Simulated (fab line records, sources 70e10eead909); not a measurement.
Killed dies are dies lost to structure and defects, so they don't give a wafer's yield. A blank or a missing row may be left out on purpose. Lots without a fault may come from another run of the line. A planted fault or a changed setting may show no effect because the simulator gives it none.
Which tool did it? | flow nand_harc | 12 lots, 36 wafers sampled, at 1 step of a route of 1302

WHAT THE GAUGES READ, wafer by wafer
NHARC_P_ZERO_WELL_CD_MEAS_37: target cd 720 nm. Usual: cd_nm 719.6 nm, standard deviation 1.6.
lot  | measured    | on        | cd_nm (nm)        | flag
L979 | day 2 01:59 | cd_sem-01 | 717.9 719.9 719.3 |
L980 | day 2 10:10 | cd_sem-02 | 718.9 718.9 720.1 |
L981 | day 2 20:07 | cd_sem-02 | 719.4 718.3 720.4 |
L982 | day 3 06:21 | cd_sem-01 | 718.3 719.6 719.1 |
L983 | day 3 16:05 | cd_sem-02 | 722.7 722.7 721.2 |
L985 | day 4 12:07 | cd_sem-03 | 719.6 717.6 721.3 |
L987 | day 5 08:03 | cd_sem-02 | 719.3 720.2 719.8 |
L988 | day 5 19:26 | cd_sem-01 | 720.2 719.0 721.7 |
L989 | day 6 04:10 | cd_sem-01 | 721.6 719.8 718.3 |
L993 | day 7 21:25 | cd_sem-01 | 718.3 723.7 721.4 |
L995 | day 8 16:07 | cd_sem-03 | 722.1 719.3 718.4 |
L998 | day 9 22:10 | cd_sem-01 | 719.5 719.2 716.5 |

WHICH TOOL RAN EACH LOT (tool, then ch and the chambers of the sampled wafers, then the start)
The record holds no process step before these readings.

WHAT THE TOOLS THEMSELVES READ (means of the sampled wafers that have a number; where no wafer has one, the mark that the record gives instead)
The record holds no such reading with a usual standard deviation.

THE ANSWER, worked out from the rows above alone
Rule: a lot is off if the mean of its wafers that have a number lies more than 3 standard deviations from the usual mean. A lot without any number at a reading at which 4 lots or more have one is off too. The other lots that the step has rows for count as sound. The gauges are gone through in route order, then the tools' own readings, and for those a lot's mean is taken as printed above. The first step at which some lot is off is used, and at that step the reading that is off furthest; a lot without a number counts as furthest.
No lot is off at any reading shown: from this, nothing can be told.

WHAT THE SIMULATOR HAD PUT IN
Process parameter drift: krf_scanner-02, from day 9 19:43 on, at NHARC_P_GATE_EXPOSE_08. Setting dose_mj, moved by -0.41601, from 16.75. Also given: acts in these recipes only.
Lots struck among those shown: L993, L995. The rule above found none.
